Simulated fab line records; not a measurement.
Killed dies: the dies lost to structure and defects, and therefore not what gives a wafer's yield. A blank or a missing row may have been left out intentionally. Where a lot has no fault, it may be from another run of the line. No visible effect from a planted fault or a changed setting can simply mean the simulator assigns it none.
A single fault, viewed from 3 desks :: flow n5Finfet :: every desk sees just its own numbers, and what lay behind them comes last

FROM THE METROLOGY DESK
What the gauges read for every lot (on any tool): the sampled wafers with a number, averaged. The brackets show how far a lot's mean lies from the usual mean; more than 4 standard deviations puts the lot out of limits, marked OUT. It has 12 readings; the 7 that lie furthest out on some lot are the ones shown.
Columns: A = NWELL_OVL at N5_WELL_APT_OVL_MEAS_09, usual -3 nm; B = CJ_P at N5_BEOL_M4_RC_MEAS_101, usual 5.81; C = DIBL_N at N5_BEOL_M4_RC_MEAS_101, usual 36.5 mV/V; D = DIBL_P at N5_BEOL_M4_RC_MEAS_101, usual 36.5 mV/V; E = IOFF_P at N5_BEOL_M4_RC_MEAS_101, usual 0.22 nA/um; F = ION_P at N5_BEOL_M4_RC_MEAS_101, usual 463 uA/um; G = SS_N at N5_BEOL_M4_RC_MEAS_101, usual 71.6 mV/dec
lot: L170
first seen here: day 2 01:52
A: 0
B: 5.53
C: 35.6
D: 37.6
E: 0.19
F: 459
G: 71.8

lot: L173
first seen here: day 2 19:35
A: -3
B: 5.98
C: 36.4
D: 36.2
E: 0.22
F: 471
G: 71.6

lot: L175
first seen here: day 3 07:43
A: -6
B: 5.63
C: 35.4
D: 34.4
E: 0.19
F: 460
G: 71.1

lot: L176
first seen here: day 3 13:58
A: -3
B: 5.80
C: 35.5
D: 35.0
E: 0.20
F: 463
G: 70.9

lot: L177
first seen here: day 3 19:35
A: -4
B: 5.71
C: 35.4
D: 35.6
E: 0.23
F: 466
G: 71.4

lot: L179
first seen here: day 4 07:46
A: 3
B: 6.04
C: 36.5
D: 36.0
E: 0.20
F: 460
G: 71.7

lot: L181
first seen here: day 4 19:46
A: -2
B: 5.73
C: 37.0
D: 37.1
E: 0.20
F: 459
G: 72.2

lot: L184
first seen here: day 5 14:28
A: -2
B: 5.28
C: 36.7
D: 36.8
E: 0.21
F: 461
G: 71.3

lot: L186
first seen here: day 6 01:51
A: 3
B: 5.31
C: 37.4
D: 37.6
E: 0.22
F: 464
G: 72.1

lot: L191
first seen here: day 7 07:52
A: 0
B: 5.92
C: 38.5
D: 37.8
E: 0.24
F: 461
G: 72.4
Finding of this desk: none of the 10 lots has anything out of limits.

THE DEFECT DESK
Per lot, the means of the sampled wafers with a number show what the inspections along the route counted. The brackets show how far a lot's mean lies from the usual mean; more than 4 standard deviations puts the lot out of limits, marked OUT.
Columns: A = rawDefectCount at N5_WELL_APT_INSPECT_27, usual 2.0
lot: L170
first seen here: day 2 03:13
A: 3.7

lot: L173
first seen here: day 2 20:52
A: 2.7

lot: L175
first seen here: day 3 08:52
A: 3.7

lot: L176
first seen here: day 3 15:16
A: 2.3

lot: L177
first seen here: day 3 21:02
A: 2.7

lot: L179
first seen here: day 4 09:02
A: 2.0

lot: L181
first seen here: day 4 21:03
A: 0.0

lot: L184
first seen here: day 5 15:56
A: 1.7

lot: L186
first seen here: day 6 03:17
A: 1.7

lot: L191
first seen here: day 7 09:01
A: 2.3
Finding of this desk: none of the 10 lots has anything out of limits.

TOOL OWNER'S DESK, implanter-02
The tool's own readings at N5_WELL_APT_IMPLANT_15: means of the sampled wafers that have a number, for each lot that ran on this tool. The brackets show how far a lot's mean lies from the usual mean; more than 4 standard deviations puts the lot out of limits, marked OUT.
Columns: A = doseIonsCm2 at N5_WELL_APT_IMPLANT_15, usual 1.4998e+13; B = faradayCurrentUA at N5_WELL_APT_IMPLANT_15, usual 190; C = rotationDeg at N5_WELL_APT_IMPLANT_15, usual -0.003 degrees
lot: L170
first seen here: day 2 02:19
A: 1.5012e+13
B: 191
C: -0.022

lot: L175
first seen here: day 3 08:03
A: 1.4986e+13
B: 188
C: -0.007

lot: L179
first seen here: day 4 08:09
A: 1.5000e+13
B: 188
C: -0.005

lot: L184
first seen here: day 5 14:51
A: 1.1784e+13 (-99 or more) OUT
B: 153 (-9.2) OUT
C: -0.011

lot: L186
first seen here: day 6 02:23
A: 1.1789e+13 (-99 or more) OUT
B: 151 (-9.8) OUT
C: -0.010
This desk's finding: out of limits on L184, L186; first on L184, day 5 14:51 (doseIonsCm2 at N5_WELL_APT_IMPLANT_15). L170, L175, L179 stayed within limits.

TAKEN TOGETHER
An alarm could have come from the tool owner's desk at day 5 14:51, on L184, L186.
Metrology desk: nothing out of limits seen.
Nothing the defect desk looked at was out of limits.
The metrology desk holds a record of L184, L186, inside its limits.
The defect desk has L184, L186 on record, within its limits.
Of the lots named, all ran N5_WELL_APT_IMPLANT_15 on implanter-02.

WHAT THE SIMULATOR HAD PUT IN
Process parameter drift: implanter-02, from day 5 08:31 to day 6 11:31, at N5_WELL_APT_IMPLANT_15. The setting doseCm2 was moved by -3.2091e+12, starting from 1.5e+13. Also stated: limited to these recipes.
Lots struck among those shown: L184, L186.
Hours from the fault's start to each desk's first reading out of limits: the tool owner's desk, 6.
